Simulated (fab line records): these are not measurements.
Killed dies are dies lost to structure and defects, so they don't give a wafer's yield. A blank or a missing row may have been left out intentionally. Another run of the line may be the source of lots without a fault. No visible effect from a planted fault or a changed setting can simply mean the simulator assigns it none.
Chamber matching || flow nand harc || pecvd-04 running NHARC_A_STAIRCASE_DEP_417: 3 sister chambers
The step deposits Si3N4, target thk 60 nm. 3 wafers are shown with their chamber, then 7 later ones without.

== WAFERS, EACH WITH ITS CHAMBER ==
{"wafer": "L089.1", "chamber": 1, "heater power w (W)": 691}
{"wafer": "L091.3", "chamber": 2, "heater power w (W)": 667}
{"wafer": "L091.4", "chamber": 0, "heater power w (W)": 594}

== WAFERS WITHOUT THEIR CHAMBER ==
{"wafer": "L091.5", "heater power w (W)": 638}
{"wafer": "L093.1", "heater power w (W)": 761}
{"wafer": "L093.5", "heater power w (W)": 654}
{"wafer": "L093.6", "heater power w (W)": 747}
{"wafer": "L097.2", "heater power w (W)": 702}
{"wafer": "L097.3", "heater power w (W)": 645}
{"wafer": "L097.6", "heater power w (W)": 652}

== WHICH CHAMBER EACH ONE RAN IN ==
{"wafer": "L091.5", "from the rows above": "can't be placed: 2 or 0 or 1", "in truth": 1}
{"wafer": "L093.1", "from the rows above": "can't be placed: 1 or 2", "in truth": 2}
{"wafer": "L093.5", "from the rows above": "can't be placed: 2 or 1 or 0", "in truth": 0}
{"wafer": "L093.6", "from the rows above": "can't be placed: 1 or 2", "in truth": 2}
{"wafer": "L097.2", "from the rows above": "can't be placed: 1 or 2", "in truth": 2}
{"wafer": "L097.3", "from the rows above": "can't be placed: 2 or 1 or 0", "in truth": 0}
{"wafer": "L097.6", "from the rows above": "can't be placed: 2 or 1 or 0", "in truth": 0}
Correctly placed: 0 of 7. Not placeable from these rows: 7 (in 7, the candidates include the true chamber). Placed wrongly: 0.
How it was worked out, from the rows above alone: a wafer's distance from a chamber is the root of the sum, over the readings, of the square of ((its reading less the chamber's mean) divided by the reading's scatter). The wafer belongs to the nearest chamber; if the next one is less than 2 further off, it can't be placed. Each chamber's mean is taken over the wafers shown for it. The scatter: with one shown wafer a chamber, the root of the mean of the squares of how far each hidden wafer lies from its nearest shown one.
